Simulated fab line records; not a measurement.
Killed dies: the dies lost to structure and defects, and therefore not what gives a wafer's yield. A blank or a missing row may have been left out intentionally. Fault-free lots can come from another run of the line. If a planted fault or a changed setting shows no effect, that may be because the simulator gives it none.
Matching of chambers    flow n5 finfet    N5_SD_EPI_P_ETCH_47 on rie diel-06 has 4 sister chambers
The step etches SiOCN in CH3F/O2, target depth 25 nm. 16 wafers are shown with their chamber, then 8 later ones without.

== WAFERS WITH THEIR CHAMBER ==
wafer   chamber  drypump motor current A (A)  throttle valve pct (%)  oes product au (a.u.)
L074.1  2        5.5                          16.02                   0.95
L074.2  3        5.5                          16.49                   0.71
L074.3  1        5.7                          15.98                   0.94
L078.2  0        5.0                          16.10                   0.78
L078.4  1        5.6                          16.00                   0.92
L078.5  1        5.6                          16.01                   0.92
L081.1  2        5.5                          16.03                   0.93
L081.2  1        5.6                          16.02                   0.90
L081.6  0        5.0                          16.14                   0.76
L083.1  1        5.6                          16.03                   0.90
L083.2  3        5.5                          16.53                   0.70
L083.4  2        5.5                          16.06                   0.91
L085.3  3        5.6                          16.53                   0.70
L085.4  1        5.7                          16.04                   0.89
L085.5  0        5.0                          16.15                   0.76
L088.2  2        5.5                          16.07                   0.90

SIGNATURES (averages over the wafers above)
reading                  chamber 0  chamber 1  chamber 2  chamber 3  scatter within a chamber
drypump motor current A  5.000      5.633      5.500      5.533      0.0408
throttle valve pct       16.1300    16.0133    16.0450    16.5167    0.0233
oes product au           0.7667     0.9117     0.9225     0.7033     0.0171
Rule: distance of a wafer from a chamber = root of the sum over the readings of ((wafer's reading minus chamber's mean) / reading's scatter) squared. The wafer belongs to the nearest chamber; if the next one is less than 2 further off, it can't be placed. The scatter: the root of (the sum of the squares of (reading less its chamber's mean) over the shown wafers, divided by (wafers less chambers)).

== WAFERS WITHOUT THEIR CHAMBER ==
wafer   drypump motor current A (A)  throttle valve pct (%)  oes product au (a.u.)
L088.3  5.6                          16.55                   0.70
L088.6  5.6                          16.55                   0.68
L092.2  5.5                          16.08                   0.87
L092.5  5.5                          16.07                   0.87
L092.6  5.7                          16.04                   0.87
L097.1  5.0                          16.19                   0.74
L097.3  5.5                          16.11                   0.87
L097.6  5.6                          16.07                   0.85

== EACH ONE'S CHAMBER ==
wafer   from the rows above      in truth
L088.3  3                        3
L088.6  3                        3
L092.2  can't be placed: 2 or 1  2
L092.5  can't be placed: 2 or 1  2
L092.6  1                        1
L097.1  0                        0
L097.3  can't be placed: 2 or 1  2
L097.6  can't be placed: 1 or 2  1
Correct placement for 4 of the 8. These rows do not allow placing 4 (true chamber among the candidates in 4). Wrongly placed: 0.
